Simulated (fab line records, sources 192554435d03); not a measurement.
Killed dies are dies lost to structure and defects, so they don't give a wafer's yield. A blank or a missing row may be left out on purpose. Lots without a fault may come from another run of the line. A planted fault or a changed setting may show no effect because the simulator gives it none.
fab line records | flow n5_finfet
record lots=4 wafers=11 last_day=18
route steps=1938 shown BEOL_M4@1099 BEOL_M5@1112 BEOL_M10@1470 PASSIVATION@1936
lots that met no fault: from a run of the same line without faults
start_h: hours from the record's first day to the start of the lot's first wafer shown | wait_h: hours since the lot's step before | " the same as in the row above | L1.1+2: a row that stands for several wafers | - no value, or no start given | * or withheld: withheld | < > ~ a bound
route shown NAME@n: a module of which the file shows steps, and the number in the route of the first | usual: mean/standard deviation of fault-free wafers | same: alike in all rows | chamber/n: place in a boat | sites: the reading at each site | _std_site: their standard deviation | _edge_site: outer sites' mean less inner sites' | radius_mm: how far each site lies from the wafer's centre | mask NAME#n: copy n | behind: the tool/chamber that last shaped the wafer | hold: why the lot was held/for how many hours/how that ended | device: the transistor (n, p or np) that didn't switch | end of line: the same wafers' tests at the end of the route | a step without rows: its recipe alone | killed: dies lost to structure and defects at the first sort, not the wafer's yield | map: a wafer's dies, x killed, . not, _ none there
set.NAME: the setting as run; set.NAME@STEP: as run at that earlier step | model.NAME: the simulator's own value behind a step, which no gauge read
lots at some steps of the route; a table a step, a row a wafer
services: from which hour (start_h, from the record's first day; less than 0 if before it) a tool's chamber was out of use, for how many hours, and why
## steps
# step N5_BEOL_M4_ANNEAL_95
# recipe temp_c=400 time_s=240 ambient=vacuum
# step N5_BEOL_M4_SPUTTER_96
# recipe material=Cu target_thk_a=45 temp_c=-20 chamber_pressure_pa=0.07 power_w=withheld time_s=8.29
# step N5_BEOL_M4_ECD_50
# recipe material=Cu target_thk_a=3000
# step N5_BEOL_M4_ANNEAL_51
# recipe temp_c=225 time_s=90 ambient=N2
# step N5_BEOL_M4_CMP_52
# recipe stop_on=SiOC t_overpolish_s=6.8 down_force_psi=1 platen_rpm=50 clearing_platen_down_force_psi=1.5 clearing_platen_rpm=50 post_cmp_clean=cu_alkaline target_thk_nm=40 clearing_platen_pad_velocity_m_s=0.99484 pad_velocity_m_s=0.99484
# step N5_BEOL_M4_PRE_CLEAN_60
# recipe gas=NH3/H2 time_s=15 temp_c=* rf_power_w=300
# step N5_BEOL_M4_CO_CAP_55
# recipe material=Co target_thk_a=20 temp_c=200 precursor=CCTBA/H2 pressure_torr=30 time_s=102.1
# step N5_BEOL_M4_PRE_CLEAN_56
# recipe gas=NH3 time_s=15 temp_c=withheld rf_power_w=300
# step N5_BEOL_M4_DEP_57
# recipe material=SiCN target_thk_a=80 temp_c=withheld precursor=3MS/NH3 pressure_torr=3 rf_w=202 time_s=14
# step N5_BEOL_M4_RC_MEAS_101
# usual DIBL_N=35.1/1.6 DIBL_P=34.9/1.8 IOFF_N=0.143/0.026 IOFF_P=0.21/0.037 ION_N=671/11 ION_P=463/7.8 SS_N=71.2/0.58 SS_P=73.0/0.54 VT_N=251/3 VT_P=-250/4.1
# columns lot.wafer tool chamber start_h wait_h DIBL_N[mV/V] DIBL_P[mV/V] IOFF_N[nA/um] IOFF_P[nA/um] ION_N[uA/um] ION_P[uA/um] SS_N[mV/dec] SS_P[mV/dec] VT_N[mV] VT_P[mV]
L772.1 prober-01 0 230.26 0.0 35.8 34.6 0.127 0.18 659 463 71.6 73.2 256 -250
L772.2 " 0 " " 36.2 36.5 0.135 0.23 663 466 71.8 74.0 252 -247
L772.3 " 0 " " 36.0 36.9 0.143 0.23 680 468 71.4 73.0 252 -247
L775.1 prober-01 0 249.97 0.0 34.6 33.2 0.116 0.15 673 452 70.6 73.0 255 -257
L775.4 " 0 " " 35.2 34.2 0.126 0.17 668 461 71.3 72.4 255 -255
L775.5 " 0 " " 33.8 32.4 0.111 0.15 663 451 70.7 72.0 255 -255
L781.2 prober-01 0 286.78 0.2 35.0 35.4 0.138 0.19 676 460 71.1 73.4 251 -251
L781.5 " 0 " " 37.3 38.0 0.180 0.22 688 463 71.4 73.4 247 -254
L782.1 prober-01 0 310.60 0.0 37.2 38.4 0.192 0.27 683 470 71.5 73.4 247 -244
L782.2 " 0 " " 35.0 35.0 0.152 0.20 672 461 72.2 72.6 248 -249
L782.3 " 0 " " 36.9 38.3 0.204 0.27 705 481 71.3 74.1 243 -244
# step N5_BEOL_M5_ILD_DEP_00
# recipe material=SiCOH_lowk target_thk_a=1406.4 temp_c=300 precursor=DEMS/porogen pressure_torr=5 rf_w=500 time_s=25.9
# step N5_BEOL_M5_CURE_79
# recipe temp_c=385 time_s=240 ambient=He/Ar material=SiCOH_lowk
# step N5_BEOL_M5_PECVD_70
# recipe material=SiO2 target_thk_a=160 temp_c=400 precursor=TEOS/O2 pressure_torr=5.5 rf_w=450 teos_flow_sccm=53.8 gas=O2 flow_sccm=3000 time_s=18
# step N5_BEOL_M5_HM_DEP_02
# recipe material=TiN target_thk_a=200 temp_c=25 chamber_pressure_pa=0.49996
# step N5_BEOL_M5_COAT_59
# recipe resist=SOC temp_c=250 time_s=60 spin_rpm=1500 resist_thk_nm=60
# step N5_BEOL_M5_COAT_60
# recipe resist=SiARC temp_c=220 time_s=60 spin_rpm=1500 resist_thk_nm=12
# step N5_BEOL_M5_COAT_71
# recipe resist=underlayer temp_c=205 time_s=60 spin_rpm=1500 resist_thk_nm=5
# step N5_BEOL_M5_COAT_05
# recipe resist=CAR-EUV spin_rpm=1500 resist_thk_nm=30
# step N5_BEOL_M5_EBR_07
# recipe solvent=PGMEA ebr_width_mm=1.5
# step N5_BEOL_M5_SOFTBAKE_06
# recipe temp_c=110 time_s=60 resist=CAR-EUV
# step N5_BEOL_M5_EXPOSE_08
# recipe mask_id=M5 na=0.33 source_shape=annular sigma_inner=0.4 sigma_outer=0.8 polarization=unpolarized target_cd_nm=28 dose_mj=35.75
# step N5_BEOL_M5_PEB_09
# recipe peb_temp_c=100 peb_time_s=60 resist=CAR-EUV
# step N5_BEOL_M5_DEVELOP_10
# recipe develop_time_s=30 developer=TMAH resist=CAR-EUV rinse_liquid=surfactant_rinse dry=air_spin dev_temp_c=23
# step N5_BEOL_M5_DESCUM_16
# recipe chemistry=O2 time_s=7 source_power_w=50 bias_power_w=20 pressure_mtorr=20 rf_frequency_hz=2.712e+07 temp_c=40 resist=CAR-EUV o2_flow_sccm=225
# step N5_BEOL_M5_ETCH_72
# recipe chemistry=N2/H2 target=underlayer target_depth_a=65 mask_material=CAR-EUV time_s=5.2 ion_energy_ev=200 pressure_mtorr=30 source_w=840 bias_w=150 n2_flow_sccm=200 h2_flow_sccm=200 ends=cleared
# step N5_BEOL_M5_ETCH_61
# recipe chemistry=CF4 target=SiARC target_depth_a=156 mask_material=CAR-EUV time_s=26 ion_energy_ev=80 pressure_mtorr=40 source_w=545 bias_w=36 Ar_flow_sccm=100 cf4_flow_sccm=100 ends=cleared
# step N5_BEOL_M5_ETCH_62
# recipe chemistry=N2/H2 target=SOC target_depth_a=750 overetch_a=150 mask_material=SiARC temp_c=40 time_s=112.5 ion_energy_ev=200 pressure_mtorr=30 source_w=840 bias_w=150 n2_flow_sccm=200 h2_flow_sccm=200
# step N5_BEOL_M5_STRIP_63
# recipe chemistry=N2/H2 temp_c=40 n2_flow_sccm=200 h2_flow_sccm=200 rf_frequency_hz=6e+07
# step N5_BEOL_M5_STRIP_73
# recipe chemistry=N2/H2 temp_c=40 n2_flow_sccm=200 h2_flow_sccm=200 rf_frequency_hz=6e+07
# step N5_BEOL_M5_STRIP_64
# recipe chemistry=CF4 resist=SiARC power_w=300 bias_power_w=75 pressure_mtorr=50 cf4_flow_sccm=150 rf_frequency_hz=6e+07
# step N5_BEOL_M5_HM_OPEN_17
# recipe chemistry=Cl2/BCl3 target_depth_a=200 overetch_a=60 target=TiN mask_material=SOC ion_energy_ev=150 pressure_mtorr=10 icp_w=1000 bias_w=126 Cl2_flow_sccm=53.25 bcl3_flow_sccm=21.75 Ar_flow_sccm=25
# step N5_BEOL_M5_STRIP_19
# recipe chemistry=O2 power_w=400 temp_c=40 pressure_mtorr=30 rf_frequency_hz=6e+07 bias_power_w=0 overash_fraction=0.2 o2_flow_sccm=225
# step N5_BEOL_M5_COAT_65
# recipe resist=SOC temp_c=250 time_s=60 spin_rpm=1500 resist_thk_nm=60
# step N5_BEOL_M5_COAT_66
# recipe resist=SiARC temp_c=220 time_s=60 spin_rpm=1500 resist_thk_nm=12
# step N5_BEOL_M10_ILD_DEP_00
# recipe material=SiCOH_lowk target_thk_a=3085.1 temp_c=300 precursor=DEMS/porogen pressure_torr=5 rf_w=500 time_s=58
# usual heater_power_w=285/35 run_length_s=101.1/0.72 showerhead_plenum_p_Torr=5.745/0.012 throttle_valve_pct=13.8/0.86
# columns lot.wafer tool chamber start_h wait_h heater_power_w run_length_s showerhead_plenum_p_Torr since_wet_clean_h throttle_valve_pct model.SiCOH_lowk_of_BEOL_M10_ILD_DEP_00.thk_nm
L772.1 pecvd-01 0 281.92 0.0 335 100.8 5.741 986 13.0 305.8
L772.2 " 1 " " 288 100.6 5.738 1711 14.3 299.6
L772.3 " 2 " " 221 101.5 5.771 144 12.8 304.2
L775.1 pecvd-01 1 299.88 0.0 270 100.5 5.734 1729 14.4 299.6
L775.4 " 1 " " 268 100.4 5.742 - 13.9 307
L775.5 " 0 " " 316 135.7 5.737 - 13.4 491.8
L781.2 pecvd-01 2 335.10 0.0 244 135.9 5.763 197 12.8 489
L781.5 " 2 " " 248 136.7 5.741 - 12.7 496.6
L782.1 pecvd-03 0 372.61 0.0 368 100.0 5.750 895 15.7 306.8
L782.2 " 2 " " 248 102.6 5.760 141 12.9 309.6
L782.3 " 1 " " 305 101.2 5.752 1620 13.6 307.2
# step N5_BEOL_M10_THK_MEAS_01
# recipe reads=SiCOH_lowk_of_BEOL_M10_ILD_DEP_00
# usual M10_ILD_THK=269/3.9
# columns lot.wafer tool chamber start_h wait_h M10_ILD_THK[nm]
L772.1 film_metro-02 - 282.51 0.4 266
L772.2 " - " " 260
L772.3 " - " " 264
L775.1 film_metro-01 - 300.47 0.4 260
L775.4 " - " " 267
L775.5 " - " " 431
L781.2 film_metro-02 - 335.69 0.4 429
L781.5 " - " " 436
L782.1 film_metro-02 - 373.68 0.8 266
L782.2 " - " " 269
L782.3 " - " " 267
# step N5_BEOL_M10_CMP_52
# recipe stop_on=SiCOH_lowk t_overpolish_s=7 down_force_psi=1 platen_rpm=50 clearing_platen_down_force_psi=1.5 clearing_platen_rpm=50 post_cmp_clean=cu_alkaline target_thk_nm=140 clearing_platen_pad_velocity_m_s=0.99484 pad_velocity_m_s=0.99484
# usual edge_zone_pressure_frac=1.000/0.0048 motor_current_A=5.7/0.54
# columns lot.wafer tool chamber start_h wait_h edge_zone_pressure_frac motor_current_A model.SiCOH_lowk_of_BEOL_M10_ILD_DEP_00.thk_nm
L772.3 cmp-01 2 289.81 0.2 1.000 5.2 261.2
L772.1 " 0 " " 0.997 5.4 262.6
L772.2 " 1 " " 0.999 6.2 257
L775.1 cmp-01 2 307.91 0.3 0.993 5.8 257
L775.4 " 3 " " 0.998 5.1 263.8
L775.5 " 3 " " 0.997 5.5 428.6
L781.2 cmp-04 1 341.64 0.3 0.996 5.7 426.2
L781.5 " 2 " " 0.998 6.0 433
L782.3 cmp-04 1 379.54 0.2 0.997 6.2 263.8
L782.1 " 2 " " 1.005 5.6 263.4
L782.2 " 3 " " 0.998 6.3 266
# step N5_PASSIVATION_PROBE_49
# usual defect_limited_yield=91.1/1.4 killed_at_M0_to_M3=36/11 killed_at_M4_up=14/5.2 killed_at_contacts=12/6.1 killed_at_front_end=40/12 killed_at_other=3.2/2.5 killed_dies=105/16 killed_on_rim=14/4.4 killed_open=68/12 killed_short=35/8.7 sort_bin_5_function=5.2/0.89 sort_bin_6_memory=3.3/0.66 sort_n_pass=1074/16 sort_yield_pct=91.1/1.4
# same gross_dies=1180 killed_at_back_side=0 sort_bin_4_leakage[%]=0 sort_bin_8_speed[%]=0
# columns lot.wafer tool chamber start_h wait_h defect_limited_yield[%] killed_at_M0_to_M3 killed_at_M4_up killed_at_contacts killed_at_front_end killed_at_other killed_dies killed_on_rim killed_open killed_short sort_bin_5_function[%] sort_bin_6_memory[%] sort_n_pass sort_yield_pct[%]
L772.1 prober-02 - 338.19 0.0 92.4 27 18 11 30 4 90 9 57 29 4.3 3.2 1090 92.4
L772.2 prober-02 - 338.24 0.1 90.7 52 22 5 29 2 110 9 73 32 5.8 3.1 1070 90.7
L772.3 prober-02 - 338.29 0.1 93.2 29 13 3 30 5 80 11 54 25 4.5 2.2 1100 93.2
L775.1 prober-01 - 362.92 0.0 89.7 33 18 17 53 1 122 22 86 32 6.6 3.6 1058 89.7
L775.4 prober-01 - 363.07 0.2 89.0 38 18 21 53 0 130 13 88 32 5.9 4.0 1050 89.0
L775.5 prober-01 - 363.12 0.2 0 42 1080 13 42 3 1180 152 70 43 96.6 3.1 0 0
L781.2 prober-01 - 387.71 0.1 0 41 1060 29 45 5 1180 152 88 40 95.9 3.8 0 0
L781.5 prober-01 - 387.86 0.2 0 35 1088 14 40 3 1180 152 79 26 96.8 3.2 0 0
L782.1 prober-02 - 434.39 0.0 91.6 26 23 7 42 1 99 11 65 31 4.9 3.1 1081 91.6
L782.2 prober-02 - 434.44 0.1 90.5 30 17 9 54 2 112 15 73 34 5.8 3.5 1068 90.5
L782.3 prober-02 - 434.49 0.1 91.4 27 17 10 48 0 102 15 65 33 4.9 3.2 1078 91.4
# killed by level:class
L772.1 BEOL_M4:geometric_particle:open=10 MOL_CONTACT_COAG:geometric_particle:open=9 DUMMY_GATE:geometric_particle:open=5 BEOL_M0_SAQP:geometric_particle:short=5 BEOL_M0_SAQP:geometric_particle:open=4 BEOL_M1:geometric_particle:open=4 BEOL_M2:geometric_particle:open=4 BEOL_M3:geometric_particle:open=4
L772.2 BEOL_M2:geometric_particle:open=20 BEOL_M3:geometric_particle:open=18 FIN_SAQP:geometric_particle:open=9 BEOL_M4:geometric_particle:open=7 FIN_SAQP:geometric_particle:short=5 GATE_CUT:geometric_particle:short=5 BEOL_M8:coat_microbubble_printed=4 MOL_CONTACT_COAG:geometric_particle:open=4
L772.3 BEOL_M0_SAQP:geometric_particle:open=13 STI_FIN_REVEAL:geometric_particle:open=7 BEOL_M0_SAQP:geometric_particle:short=6 BEOL_M2:geometric_particle:open=6 BEOL_M4:geometric_particle:open=5 FIN_SAQP:geometric_particle:short=4 DUMMY_GATE:geometric_particle:open=4 FIN_SAQP:geometric_particle:open=3
L775.1 MOL_CONTACT_COAG:geometric_particle:open=15 BEOL_M0_SAQP:geometric_particle:open=15 FIN_SAQP:geometric_particle:open=13 FIN_SAQP:geometric_particle:short=11 BEOL_M3:geometric_particle:open=7 BEOL_M4:geometric_particle:open=7 STI_FIN_REVEAL:geometric_particle:open=6 BEOL_M0_SAQP:geometric_particle:short=5
L775.4 MOL_CONTACT_COAG:geometric_particle:open=20 STI_FIN_REVEAL:geometric_particle:open=12 FIN_SAQP:geometric_particle:short=10 BEOL_M0_SAQP:geometric_particle:open=10 BEOL_M3:geometric_particle:open=9 BEOL_M1:geometric_particle:open=8 HKMG_FIN:area_etch=7 GATE_CUT:geometric_particle:open=5
L775.5 BEOL_M10:area_etch=1064 BEOL_M0_SAQP:geometric_particle:short=11 MOL_CONTACT_COAG:geometric_particle:open=9 BEOL_M0_SAQP:geometric_particle:open=8 BEOL_M3:geometric_particle:open=8 FIN_SAQP:geometric_particle:short=7 STI_FIN_REVEAL:geometric_particle:open=7 ILD0:geometric_particle:short=7
L781.2 BEOL_M10:area_etch=1052 MOL_CONTACT_COAG:geometric_particle:open=22 STI_FIN_REVEAL:geometric_particle:open=15 FIN_SAQP:geometric_particle:short=12 BEOL_M0_SAQP:geometric_particle:open=11 BEOL_M0_SAQP:geometric_particle:short=8 BEOL_M2:geometric_particle:open=8 MOL_CONTACT_COAG:geometric_particle:short=7
L781.5 BEOL_M10:area_etch=1074 STI_FIN_REVEAL:geometric_particle:open=18 BEOL_M2:geometric_particle:open=15 MOL_CONTACT_COAG:geometric_particle:open=10 BEOL_M0_SAQP:geometric_particle:open=6 BEOL_M5:geometric_particle:open=5 FIN_SAQP:geometric_particle:short=4 MOL_CONTACT_COAG:geometric_particle:short=4
L782.1 FIN_SAQP:geometric_particle:open=10 BEOL_M4:geometric_particle:open=8 BEOL_M0_SAQP:geometric_particle:open=8 BEOL_M3:geometric_particle:open=8 GATE_CUT:geometric_particle:short=7 DUMMY_GATE:geometric_particle:open=6 FIN_SAQP:geometric_particle:short=5 STI_FIN_REVEAL:geometric_particle:open=5
L782.2 DUMMY_GATE:geometric_particle:open=12 FIN_SAQP:geometric_particle:short=11 BEOL_M3:geometric_particle:open=9 MOL_CONTACT_COAG:geometric_particle:open=8 FIN_SAQP:geometric_particle:open=7 BEOL_M2:geometric_particle:open=6 BEOL_M0_SAQP:geometric_particle:short=5 BEOL_M1:geometric_particle:open=5
L782.3 MOL_CONTACT_COAG:geometric_particle:open=10 BEOL_M3:geometric_particle:open=10 FIN_SAQP:geometric_particle:short=9 GATE_CUT:geometric_particle:short=9 BEOL_M0_SAQP:geometric_particle:short=7 FIN_SAQP:geometric_particle:open=6 BEOL_M0_SAQP:geometric_particle:open=6 BEOL_M4:geometric_particle:open=6
# map L775.5 (x killed, . not)
_________________xxxxxxxxxxxx________________
______________xxxxxxxxxxxxxxxxxx_____________
___________xxxxxxxxxxxxxxxxxxxxxxxx__________
__________xxxxxxxxxxxxxxxxxxxxxxxxxx_________
________xxxxxxxxxxxxxxxxxxxxxxxxxxxxxx_______
_______xxxxxxxxxxxxxxxxxxxxxxxxxxxxxxxx______
______xxxxxxxxxxxxxxxxxxxxxxxxxxxxxxxxxx_____
_____xxxxxxxxxxxxxxxxxxxxxxxxxxxxxxxxxxxx____
____xxxxxxxxxxxxxxxxxxxxxxxxxxxxxxxxxxxxxx___
___xxxxxxxxxxxxxxxxxxxxxxxxxxxxxxxxxxxxxxxx__
___xxxxxxxxxxxxxxxxxxxxxxxxxxxxxxxxxxxxxxxx__
__xxxxxxxxxxxxxxxxxxxxxxxxxxxxxxxxxxxxxxxxxx_
__xxxxxxxxxxxxxxxxxxxxxxxxxxxxxxxxxxxxxxxxxx_
_xxxxxxxxxxxxxxxxxxxxxxxxxxxxxxxxxxxxxxxxxxxx
_xxxxxxxxxxxxxxxxxxxxxxxxxxxxxxxxxxxxxxxxxxxx
_xxxxxxxxxxxxxxxxxxxxxxxxxxxxxxxxxxxxxxxxxxxx
_xxxxxxxxxxxxxxxxxxxxxxxxxxxxxxxxxxxxxxxxxxxx
_xxxxxxxxxxxxxxxxxxxxxxxxxxxxxxxxxxxxxxxxxxxx
_xxxxxxxxxxxxxxxxxxxxxxxxxxxxxxxxxxxxxxxxxxxx
_xxxxxxxxxxxxxxxxxxxxxxxxxxxxxxxxxxxxxxxxxxxx
_xxxxxxxxxxxxxxxxxxxxxxxxxxxxxxxxxxxxxxxxxxxx
__xxxxxxxxxxxxxxxxxxxxxxxxxxxxxxxxxxxxxxxxxx_
__xxxxxxxxxxxxxxxxxxxxxxxxxxxxxxxxxxxxxxxxxx_
___xxxxxxxxxxxxxxxxxxxxxxxxxxxxxxxxxxxxxxxx__
___xxxxxxxxxxxxxxxxxxxxxxxxxxxxxxxxxxxxxxxx__
____xxxxxxxxxxxxxxxxxxxxxxxxxxxxxxxxxxxxxx___
_____xxxxxxxxxxxxxxxxxxxxxxxxxxxxxxxxxxxx____
______xxxxxxxxxxxxxxxxxxxxxxxxxxxxxxxxxx_____
_______xxxxxxxxxxxxxxxxxxxxxxxxxxxxxxxx______
________xxxxxxxxxxxxxxxxxxxxxxxxxxxxxx_______
__________xxxxxxxxxxxxxxxxxxxxxxxxxx_________
___________xxxxxxxxxxxxxxxxxxxxxxxx__________
______________xxxxxxxxxxxxxxxxxx_____________
_________________xxxxxxxxxxxx________________
# map L781.2 (x killed, . not)
_________________xxxxxxxxxxxx________________
______________xxxxxxxxxxxxxxxxxx_____________
___________xxxxxxxxxxxxxxxxxxxxxxxx__________
__________xxxxxxxxxxxxxxxxxxxxxxxxxx_________
________xxxxxxxxxxxxxxxxxxxxxxxxxxxxxx_______
_______xxxxxxxxxxxxxxxxxxxxxxxxxxxxxxxx______
______xxxxxxxxxxxxxxxxxxxxxxxxxxxxxxxxxx_____
_____xxxxxxxxxxxxxxxxxxxxxxxxxxxxxxxxxxxx____
____xxxxxxxxxxxxxxxxxxxxxxxxxxxxxxxxxxxxxx___
___xxxxxxxxxxxxxxxxxxxxxxxxxxxxxxxxxxxxxxxx__
___xxxxxxxxxxxxxxxxxxxxxxxxxxxxxxxxxxxxxxxx__
__xxxxxxxxxxxxxxxxxxxxxxxxxxxxxxxxxxxxxxxxxx_
__xxxxxxxxxxxxxxxxxxxxxxxxxxxxxxxxxxxxxxxxxx_
_xxxxxxxxxxxxxxxxxxxxxxxxxxxxxxxxxxxxxxxxxxxx
_xxxxxxxxxxxxxxxxxxxxxxxxxxxxxxxxxxxxxxxxxxxx
_xxxxxxxxxxxxxxxxxxxxxxxxxxxxxxxxxxxxxxxxxxxx
_xxxxxxxxxxxxxxxxxxxxxxxxxxxxxxxxxxxxxxxxxxxx
_xxxxxxxxxxxxxxxxxxxxxxxxxxxxxxxxxxxxxxxxxxxx
_xxxxxxxxxxxxxxxxxxxxxxxxxxxxxxxxxxxxxxxxxxxx
_xxxxxxxxxxxxxxxxxxxxxxxxxxxxxxxxxxxxxxxxxxxx
_xxxxxxxxxxxxxxxxxxxxxxxxxxxxxxxxxxxxxxxxxxxx
__xxxxxxxxxxxxxxxxxxxxxxxxxxxxxxxxxxxxxxxxxx_
__xxxxxxxxxxxxxxxxxxxxxxxxxxxxxxxxxxxxxxxxxx_
___xxxxxxxxxxxxxxxxxxxxxxxxxxxxxxxxxxxxxxxx__
___xxxxxxxxxxxxxxxxxxxxxxxxxxxxxxxxxxxxxxxx__
____xxxxxxxxxxxxxxxxxxxxxxxxxxxxxxxxxxxxxx___
_____xxxxxxxxxxxxxxxxxxxxxxxxxxxxxxxxxxxx____
______xxxxxxxxxxxxxxxxxxxxxxxxxxxxxxxxxx_____
_______xxxxxxxxxxxxxxxxxxxxxxxxxxxxxxxx______
________xxxxxxxxxxxxxxxxxxxxxxxxxxxxxx_______
__________xxxxxxxxxxxxxxxxxxxxxxxxxx_________
___________xxxxxxxxxxxxxxxxxxxxxxxx__________
______________xxxxxxxxxxxxxxxxxx_____________
_________________xxxxxxxxxxxx________________
## services
# columns tool chamber start_h hours kind
cmp-01 - 271.38 4.5 repair
pecvd-01 1 308.21 9.5 repair
cmp-01 - 311.58 2.0 repair
cmp-04 - 313.29 1.4 repair
cmp-01 - 317.92 4.0 pm
cmp-01 - 321.92 - consumable_replace:conditioner
cmp-01 - 321.92 - consumable_replace:pad
cmp-01 - 325.08 1.0 repair
cmp-04 - 368.88 4.0 pm
cmp-04 - 372.88 - consumable_replace:conditioner
cmp-04 - 372.88 - consumable_replace:pad
## key
first_sign step=N5_BEOL_M10_ILD_DEP_00 reading=run_length_s direction=up sigmas=49 usual=* struck=*
effect step=N5_BEOL_M10_THK_MEAS_01 reading=M10_ILD_THK direction=up sigmas=42 usual=269 struck=432
effect step=N5_PASSIVATION_PROBE_49 reading=killed_at_M4_up direction=up sigmas=99+ usual=14 struck=1076
model_effect step=N5_BEOL_M10_ILD_DEP_00 value=SiCOH_lowk_of_BEOL_M10_ILD_DEP_00.thk_nm without=308.3 struck=492.5
model_effect step=N5_BEOL_M10_CMP_52 value=SiCOH_lowk_of_BEOL_M10_ILD_DEP_00.thk_nm without=264.9 struck=429.3
more_kills_born_at N5_BEOL_M10_ETCH_41@rie_diel-06=3190
met_at N5_BEOL_M10_ILD_DEP_00
struck_wafers L775.5,L781.2,L781.5
later_rows_left_out L775.5,L781.2,L781.5
onset_between 281.92 299.88
fault kind=process_parameter_drift tool=pecvd-01 chamber=- onset_h=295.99 steps=N5_BEOL_M10_ILD_DEP_00 channel=time_s offset=* shape=step end_h=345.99 scope=struck_wafers_only acts_in=* stated=*
# later_rows_left_out: the simulator's readings of these wafers behind a module that went badly wrong aren't trusted and aren't shown, but for the sort
